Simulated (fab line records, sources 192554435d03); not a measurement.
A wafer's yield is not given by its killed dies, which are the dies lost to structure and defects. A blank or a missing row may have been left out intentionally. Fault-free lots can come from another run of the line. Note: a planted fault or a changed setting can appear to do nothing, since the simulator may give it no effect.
Problem report in the 8D (eight disciplines) form, filled by code    flow n5-finfet    the parts of the form that need people (team, actions taken, sign-off) are left out

## 1. THE ISSUE
At N5_DUMMY_GATE_CD_MEAS_50, cd-nm averages 8.23 nm over 3 wafers from 3 lots, while fault-free wafers read 14.02 nm, standard deviation 0.27. Relative to the usual mean, that is a shift of -21 standard deviations.
The step: target cd 14 nm.
Earliest sighting: wafer L544.6 on cd-sem-03 at day 5 19:47. The record has a number at this step for 25 wafers belonging to 9 lots. Rule for "out" (also "out of limits"): further than 4 standard deviations from the usual mean. Any other wafer with a number is counted as sound.

## 2. WHAT IT IS; WHAT IT IS NOT
question                     is                      is not
which readings at this step  cd-nm                   -
which lots                   L544, L546, L548        L535, L538, L539, L542, L553, L555
which wafers of those lots   L544.6, L546.2, L548.6  L544.3, L544.4, L546.4, L548.1
read on which gauges         cd-sem-01, cd-sem-03    cd-sem-02
when                         from day 5 19:47        up to then (14 sound wafers); but 8 sound wafers of L546, L548, L553, L555 came after

## 3. SUSPECTS, AND WHAT RULES EACH OUT
Counting: any tool at a process step up to the reading remains a suspect provided it ran every lot that is out. Sound lots after the first of them don't rule it out here, since some wafers of a struck lot are sound.
- the gauge at N5_DUMMY_GATE_CD_MEAS_50 is ruled out. The wafers that are out were read on 2 gauges (cd-sem-01, cd-sem-03).
- rie-si-02 at N5_DUMMY_GATE_TRIM_49 (chemistry O2, time 29 s, target cd 14 nm): kept. Every lot that is out went through it, the first being L544 (day 5 19:38); the last sound lot it ran before that was L539 (day 4 10:48). On those wafers its own readings are out: oes-product-au.
The count leaves rie-si-02 at N5_DUMMY_GATE_TRIM_49.

## 4. THE CAUSE (what the simulator had put in)
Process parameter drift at N5_DUMMY_GATE_TRIM_49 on rie-si-02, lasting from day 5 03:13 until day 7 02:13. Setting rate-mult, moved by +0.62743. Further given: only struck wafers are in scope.
Counting left only this tool.

## 5. THE CHAIN OF EFFECTS, in route order
Rows list readings where the struck wafers' mean (over those with a number) sits beyond 3 standard deviations from the usual. Readings are gone through only where the record gives a usual standard deviation; hours: the median, over the lots, of the time from a lot's start at the first step in this table giving one to that lot's start at this step; sigmas: the change measured in usual standard deviations.
hours  step                      reading               usual       on struck wafers  change  sigmas
0      N5_DUMMY_GATE_TRIM_49     oes-product-au        1.003 a.u.  1.385             +0.382  +20
0      N5_DUMMY_GATE_CD_MEAS_50  cd-nm                 14.02 nm    8.23              -5.79   -21
1      N5_DUMMY_GATE_CD_MEAS_24  cd-nm                 15.1 nm     9.3               -5.8    -18
216    N5_PASSIVATION_PROBE_49   defect-limited-yield  91.4 %      0.0               -91.4   -61
216    N5_PASSIVATION_PROBE_49   killed-at-front-end   40          1106              +1066   +82
216    N5_PASSIVATION_PROBE_49   killed-dies           101         1180              +1079   +60
216    N5_PASSIVATION_PROBE_49   killed-on-rim         13          152               +139    +35
216    N5_PASSIVATION_PROBE_49   sort_bin_5_function   5.1 %       96.7              +91.6   +92
216    N5_PASSIVATION_PROBE_49   sort-n-pass           1079        0                 -1079   -60
216    N5_PASSIVATION_PROBE_49   sort-yield-pct        91.4 %      0.0               -91.4   -61
It contains these process steps:
- N5_DUMMY_GATE_TRIM_49: chemistry O2, time 29 s, target cd 14 nm.
- N5_PASSIVATION_PROBE_49

## 6. WHAT WOULD HAVE CAUGHT IT SOONER
In this record the first reading out of limits at a measuring or inspecting step was taken at day 5 19:47, 17 hours after the fault began at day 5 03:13.
Tool's own readings at N5_DUMMY_GATE_TRIM_49, oes-product-au: out on all struck wafers the step has rows for; an alarm limit on them would have tripped on the first.
L546, L548, from the lots that are out (3), started N5_DUMMY_GATE_TRIM_49 on rie-si-02 later than day 5 19:47. A hold on the tool at that time would have spared those 2.
